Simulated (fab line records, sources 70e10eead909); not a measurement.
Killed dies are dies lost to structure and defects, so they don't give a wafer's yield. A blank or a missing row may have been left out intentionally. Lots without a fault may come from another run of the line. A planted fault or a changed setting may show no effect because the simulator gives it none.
8D (eight disciplines) problem report, filled in by code + flow nand-harc + the parts of the form that need people (team, actions taken, sign-off) are left out

## 1. WHAT WENT WRONG
At NHARC_A_DECK1_JOINT_ETCHBACK_00, run-length-s averages 30.8 s over 5 wafers from 3 lots, while fault-free wafers read 38.7 s, standard deviation 0.36. Measured from the usual mean, that is -22 standard deviations.
The step: etches the open film in HBr, target depth 30 nm, time 17.4 s.
Earliest sighting: wafer L915.3 on rie-si-03 at day 16 07:07. The record holds 36 wafers of 12 lots with a number at this step. Rule for "out", or "out of limits": more than 4 standard deviations from the usual mean. All remaining wafers that have a number are taken as sound.

## 2. WHAT THIS IS AND IS NOT
| question                    | is                                     | is not                                                                                                         |
|-----------------------------|----------------------------------------|----------------------------------------------------------------------------------------------------------------|
| which readings at this step | run-length-s                           | drypump-motor-current-A, oes-product-au                                                                        |
| which lots                  | L915, L916, L917                       | L904, L907, L908, L920, L922, L923, L924, L925, L926                                                           |
| which wafers of those lots  | L915.3, L915.5, L916.5, L917.3, L917.5 | L915.2, L916.2, L916.6, L917.2                                                                                 |
| read on which tools         | rie-si-03                              | rie-si-01, rie-si-05                                                                                           |
| when                        | from day 16 07:07                      | up to then (10 sound wafers); but 21 sound wafers of L916, L917, L920, L922, L923, L924, L925, L926 came after |

## 3. WHAT RULES OUT EACH SUSPECT
Counting: any tool at a process step up to the reading remains a suspect provided it ran every lot that is out. Sound lots after the first of them don't rule it out here, since some wafers of a struck lot are sound.
- rie-si-03 at NHARC_A_DECK1_JOINT_ETCHBACK_00 (etches the open film in HBr, target depth 30 nm, time 17.4 s): kept. It ran every lot that is out, first L915 (day 16 07:07); its last sound lot up to then is L908 (day 13 13:41). Its own run-length-s readings are out on those wafers.
Left after counting: rie-si-03 at NHARC_A_DECK1_JOINT_ETCHBACK_00.

## 4. THE CAUSE (what the simulator had put in)
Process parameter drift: rie-si-03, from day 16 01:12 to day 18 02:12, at NHARC_A_DECK1_JOINT_ETCHBACK_00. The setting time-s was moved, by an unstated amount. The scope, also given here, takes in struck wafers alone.
Counting left only this tool.

## 5. THE CHAIN OF EFFECTS, in route order
One row per reading whose mean, taken over the struck wafers that have a number, lies over 3 standard deviations from the usual. Only readings whose record carries a usual standard deviation are examined. hours: median over the lots of the time between each lot's start at the first step of this table that gives one and its start at this step. sigmas: the change, counted in usual standard deviations.
| hours | step                            | reading      | usual  | on struck wafers | change | sigmas |
|-------|---------------------------------|--------------|--------|------------------|--------|--------|
| 0     | NHARC_A_DECK1_JOINT_ETCHBACK_00 | run-length-s | 38.7 s | 30.8             | -7.9   | -22    |
It contains these process steps:
- NHARC_A_DECK1_JOINT_ETCHBACK_00: etches the open film in HBr, target depth 30 nm, time 17.4 s.

## 6. HOW IT WOULD HAVE BEEN CAUGHT EARLIER
6 hours passed between the start of the fault at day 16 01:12 and the first reading out of limits in this record, taken at day 16 07:07.
